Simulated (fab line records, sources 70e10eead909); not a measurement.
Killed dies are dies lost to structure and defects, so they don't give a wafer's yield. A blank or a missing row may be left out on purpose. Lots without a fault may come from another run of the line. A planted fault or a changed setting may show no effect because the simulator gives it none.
fab line records | flow nand_harc
record lots=15 wafers=42 last_day=34
route steps=1302 shown A_ZERO_WELL@412 A_ONON_D1@429 END@1302
lots that met no fault: from a run of the same line without faults
start_h: hours from the record's first day to the start of the lot's first wafer shown | wait_h: hours since the lot's step before | " the same as in the row above | L1.1+2: a row that stands for several wafers | - no value, or no start given | * or withheld: withheld | < > ~ a bound
route shown NAME@n: a module of which the file shows steps, and the number in the route of the first | usual: mean/standard deviation of fault-free wafers | same: alike in all rows | chamber/n: place in a boat | sites: the reading at each site | _std_site: their standard deviation | _edge_site: outer sites' mean less inner sites' | radius_mm: how far each site lies from the wafer's centre | mask NAME#n: copy n | behind: the tool/chamber that last shaped the wafer | hold: why the lot was held/for how many hours/how that ended | device: the transistor (n, p or np) that didn't switch | end of line: the same wafers' tests at the end of the route | a step without rows: its recipe alone | killed: dies lost to structure and defects at the first sort, not the wafer's yield | map: a wafer's dies, x killed, . not, _ none there
set.NAME: the setting as run; set.NAME@STEP: as run at that earlier step | model.NAME: the simulator's own value behind a step, which no gauge read
steps of the route over a sample of lots; a table a step, a row a wafer
services: from which hour (start_h, from the record's first day; less than 0 if before it) a tool's chamber was out of use, for how many hours, and why
## steps
# step NHARC_A_ZERO_WELL_INSPECT_17
# usual raw_defect_count=10/4.6
# columns lot.wafer tool chamber start_h wait_h raw_defect_count
L548.1 defect_inspect-01 - 155.05 0.2 13
L548.3 " - " " 12
L548.4 " - " " 10
L549.2 defect_inspect-01 - 158.66 0.1 10
L549.3 " - " " 5
L549.6 " - " " 13
L551.1 defect_inspect-02 - 178.77 0.2 14
L551.4 " - " " 12
L551.5 " - " " 11
L552.1 defect_inspect-01 - 197.47 0.2 6
L552.4 " - " " 6
L552.6 " - " " 2
L553.3 defect_inspect-01 - 198.32 0.1 6
L553.4 " - " " 8
L553.5 " - " " 9
L554.2 defect_inspect-01 - 216.03 0.1 6
L554.3 " - " " 8
L554.6 " - " " 3
L556.3 defect_inspect-02 - 228.68 0.1 9
L556.4 " - " " 9
L556.6 " - " " 16
L557.3 defect_inspect-02 - 243.77 0.1 12
L557.4 " - " " 12
L557.6 " - " " 10
L558.3 defect_inspect-02 - 252.24 0.1 8
L558.5 " - " " 17
L558.6 " - " " 9
L563.1 defect_inspect-02 - 303.87 0.2 9
L563.2 " - " " 18
L565.2 defect_inspect-01 - 319.06 0.1 13
L565.4 " - " " 13
L566.2 defect_inspect-01 - 329.21 0.1 9
L566.4 " - " " 2
L568.2 defect_inspect-02 - 340.59 0.1 11
L568.4 " - " " 16
L568.5 " - " " 9
L569.2 defect_inspect-01 - 353.25 0.1 8
L569.4 " - " " 12
L569.6 " - " " 5
L570.2 defect_inspect-02 - 368.70 0.1 9
L570.4 " - " " 12
L570.6 " - " " 14
# step NHARC_A_ONON_D1_THK_MEAS_08
# recipe thk_meas_gauge=ellipsometry
# usual thk_nm=996/8
# columns lot.wafer tool chamber start_h wait_h thk_nm
L548.1 film_metro-02 - 176.82 - 997
L548.3 " - " " 997
L548.4 " - " " 998
L549.2 film_metro-02 - 180.94 - 988
L549.3 " - " " 987
L549.6 " - " " 989
L551.1 film_metro-02 - 200.84 - 996
L551.4 " - " " 996
L551.5 " - " " 996
L553.3 film_metro-02 - 220.66 - 999
L553.4 " - " " 1000
L553.5 " - " " 1000
L552.1 film_metro-01 - 220.67 - 1007
L552.4 " - " " 1009
L552.6 " - " " 1010
L554.2 film_metro-02 - 237.92 - 984
L554.3 " - " " 984
L554.6 " - " " 985
L556.3 film_metro-01 - 250.11 - 998
L556.4 " - " " 997
L556.6 " - " " 999
L557.3 film_metro-02 - 266.94 - 991
L557.4 " - " " 991
L557.6 " - " " 990
L558.3 film_metro-01 - 273.65 - 992
L558.5 " - " " 992
L558.6 " - " " 995
L563.1 film_metro-02 - 326.63 - 989
L563.2 " - " " 986
L565.2 film_metro-01 - 342.89 - 995
L565.4 " - " " 994
L566.2 film_metro-02 - 352.85 - 995
L566.4 " - " " 996
L568.2 film_metro-01 - 361.73 - 1004
L568.4 " - " " 1002
L568.5 " - " " 1004
L569.2 film_metro-01 - 375.99 - 988
L569.4 " - " " 985
L569.6 " - " " 988
L570.2 film_metro-02 - 393.84 - 993
L570.4 " - " " 992
L570.6 " - " " 992
# step NHARC_A_ONON_D1_DEP_12
# recipe target_thk_a=10000 n2_flow_sccm=2750 n2o_flow_sccm=2000 nh3_flow_sccm=500 sih4_flow_sccm=210 temp_c=400
# columns lot.wafer tool chamber start_h wait_h
L548.1+3+4 pecvd_onon-01 0 177.44 0.1
L549.2+3+6 pecvd_onon-01 0 181.62 0.1
L551.1+4+5 pecvd_onon-02 0 201.46 0.1
L552.1+4+6 pecvd_onon-02 0 221.29 0.1
L553.3+4+5 pecvd_onon-04 0 221.40 0.2
L554.2+3+6 pecvd_onon-02 0 238.60 0.1
L556.3+4+6 pecvd_onon-04 0 250.85 0.2
L557.3+4+6 pecvd_onon-01 0 267.67 0.2
L558.3+5+6 pecvd_onon-04 0 274.39 0.2
L563.1+2 pecvd_onon-01 0 327.26 0.1
L565.2+4 pecvd_onon-01 0 343.57 0.1
L566.2+4 pecvd_onon-01 0 353.53 0.1
L568.2+4+5 pecvd_onon-04 0 362.41 0.1
L569.2+4+6 pecvd_onon-04 0 376.67 0.1
L570.2+4+6 pecvd_onon-02 0 394.52 0.1
# step NHARC_A_ONON_D1_THK_MEAS_14
# recipe thk_meas_gauge=ellipsometry
# usual thk_nm=998/9.4
# columns lot.wafer tool chamber start_h wait_h thk_nm
L548.1 film_metro-02 - 177.96 - 1000
L548.3 " - " " 1001
L548.4 " - " " 1001
L549.2 film_metro-02 - 182.07 - 994
L549.3 " - " " 997
L549.6 " - " " 995
L551.1 film_metro-01 - 201.97 - 997
L551.4 " - " " 995
L551.5 " - " " 997
L553.3 film_metro-02 - 221.79 - 1002
L553.4 " - " " 1002
L553.5 " - " " 1002
L552.1 film_metro-01 - 221.81 - 999
L552.4 " - " " 1000
L552.6 " - " " 998
L554.2 film_metro-02 - 239.05 - 1005
L554.3 " - " " 1006
L554.6 " - " " 1007
L556.3 film_metro-02 - 251.24 - 1003
L556.4 " - " " 1004
L556.6 " - " " 1005
L557.3 film_metro-01 - 268.09 - 990
L557.4 " - " " 989
L557.6 " - " " 989
L558.3 film_metro-01 - 274.79 - 985
L558.5 " - " " 986
L558.6 " - " " 986
L563.1 film_metro-02 - 327.77 - 984
L563.2 " - " " 1549
L565.2 film_metro-02 - 344.02 - 1559
L565.4 " - " " 1558
L566.2 film_metro-01 - 353.98 - 1576
L566.4 " - " " 1575
L568.2 film_metro-02 - 362.86 - 999
L568.4 " - " " 998
L568.5 " - " " 998
L569.2 film_metro-01 - 377.13 - 1013
L569.4 " - " " 1014
L569.6 " - " " 1013
L570.2 film_metro-02 - 394.97 - 987
L570.4 " - " " 990
L570.6 " - " " 988
# step NHARC_END_SORT_01
# recipe temp_c=25
# usual killed_at_array=56/21 killed_at_other=1.2/1.6 killed_at_periphery=3.7/2.5 killed_dies=61/21 killed_open=3.1/1.8 killed_short=2.8/1.7
# same gross_dies=677
# columns lot.wafer tool chamber start_h wait_h killed_at_array killed_at_other killed_at_periphery killed_dies killed_open killed_short
L563.1 prober-02 0 711.40 2.5 34 1 10 45 5 3
L563.2 prober-02 0 712.20 2.8 668 0 9 677 5 3
L566.2 prober-02 0 739.55 2.8 672 1 4 677 4 6
L566.4 prober-02 0 741.15 3.4 674 0 3 677 4 4
L565.2 prober-01 0 739.59 2.8 673 0 4 677 3 5
L565.4 prober-01 0 741.21 3.4 675 0 2 677 3 1
# killed by level:class
L563.1 A_CONTACT:chamber_film_flake=15 P_CONTACT:chamber_film_flake=7 A_CHANNEL_HOLE_D1:chamber_film_flake=7 A_SLIT:chamber_film_flake=4 P_M0:geometric_particle:open=2 A_STAIRCASE:chamber_film_flake=2 A_ONON_D1:geometric_particle:open=1 A_ONON_D2:geometric_particle:short=1
L563.2 A_ONON_D1:area_dep=632 A_CONTACT:chamber_film_flake=12 A_CHANNEL_HOLE_D1:chamber_film_flake=9 P_CONTACT:chamber_film_flake=5 P_GATE:chamber_film_flake=3 A_STAIRCASE:chamber_film_flake=3 A_SLIT:chamber_film_flake=3 A_ONON_D2:geometric_particle:open=2
L566.2 A_ONON_D1:area_dep=621 A_CHANNEL_HOLE_D2:chamber_film_flake=20 A_STAIRCASE:chamber_film_flake=6 A_CHANNEL_HOLE_D1:chamber_film_flake=5 A_SLIT:chamber_film_flake=5 A_CONTACT:chamber_film_flake=5 A_BLC:geometric_particle:open=2 A_CHANNEL_FILL_D1:chamber_film_flake=2
L565.2 A_ONON_D1:area_dep=624 A_SLIT:chamber_film_flake=27 A_CHANNEL_HOLE_D1:chamber_film_flake=7 A_CONTACT:chamber_film_flake=3 A_ZERO_WELL:chamber_film_flake=2 P_M2:geometric_particle:short=1 A_ONON_D1:geometric_particle:short=1 A_CHANNEL_HOLE_D1:geometric_particle:open=1
L566.4 A_ONON_D1:area_dep=624 A_CHANNEL_HOLE_D2:chamber_film_flake=21 A_CHANNEL_HOLE_D1:chamber_film_flake=9 A_STAIRCASE:chamber_film_flake=7 A_WL_FILL:geometric_particle:short=3 P_BONDPAD:chamber_film_flake=2 A_SLIT:chamber_film_flake=2 P_STI:geometric_particle:open=1
L565.4 A_ONON_D1:area_dep=620 A_SLIT:chamber_film_flake=24 A_CHANNEL_HOLE_D1:chamber_film_flake=17 A_SGD_CUT:chamber_film_flake=4 A_ONON_D1:geometric_particle:open=2 A_STAIRCASE:chamber_film_flake=2 A_CHANNEL_HOLE_D1:geometric_particle:short=1 A_CHANNEL_FILL_D2:geometric_particle:open=1
## services
# columns tool chamber start_h hours kind
pecvd_onon-02 - 185.61 13.0 pm
pecvd_onon-01 - 269.07 13.0 pm
pecvd_onon-04 - 311.24 13.0 pm
pecvd_onon-02 - 366.61 13.0 pm
## key
first_sign step=NHARC_A_ONON_D1_THK_MEAS_14 reading=thk_nm direction=up sigmas=60 usual=998 struck=1563
effect step=NHARC_END_SORT_01 reading=killed_at_array direction=up sigmas=29 usual=56 struck=672
more_kills_born_at NHARC_A_ONON_D1_DEP_12@pecvd_onon-01=3121
met_at NHARC_A_ONON_D1_DEP_12
struck_lots L563,L565,L566
struck_wafers L563.2,L565.2,L565.4,L566.2,L566.4
later_rows_left_out L563.2,L565.2,L565.4,L566.2,L566.4
tester_left_out L563,L565,L566
not_acting_at NHARC_A_ZERO_WELL_INSPECT_17,NHARC_A_ONON_D1_THK_MEAS_08
onset_between 267.67 327.26
fault kind=process_parameter_drift tool=pecvd_onon-01 chamber=- onset_h=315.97 steps=NHARC_A_ONON_D1_DEP_12 channel=target_thk_a offset=* shape=step end_h=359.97 scope=struck_wafers_only acts_in=* stated=*
# tester_left_out: of these lots the tester's yield and bins aren't shown, on N5 and GAA mostly nor the transistor test; their killed dies are dies lost to structure and defects alone, not to doping, threshold or leakage, so they don't give the yield
# later_rows_left_out: the simulator's readings of these wafers behind a module that went badly wrong aren't trusted and aren't shown, but for the sort
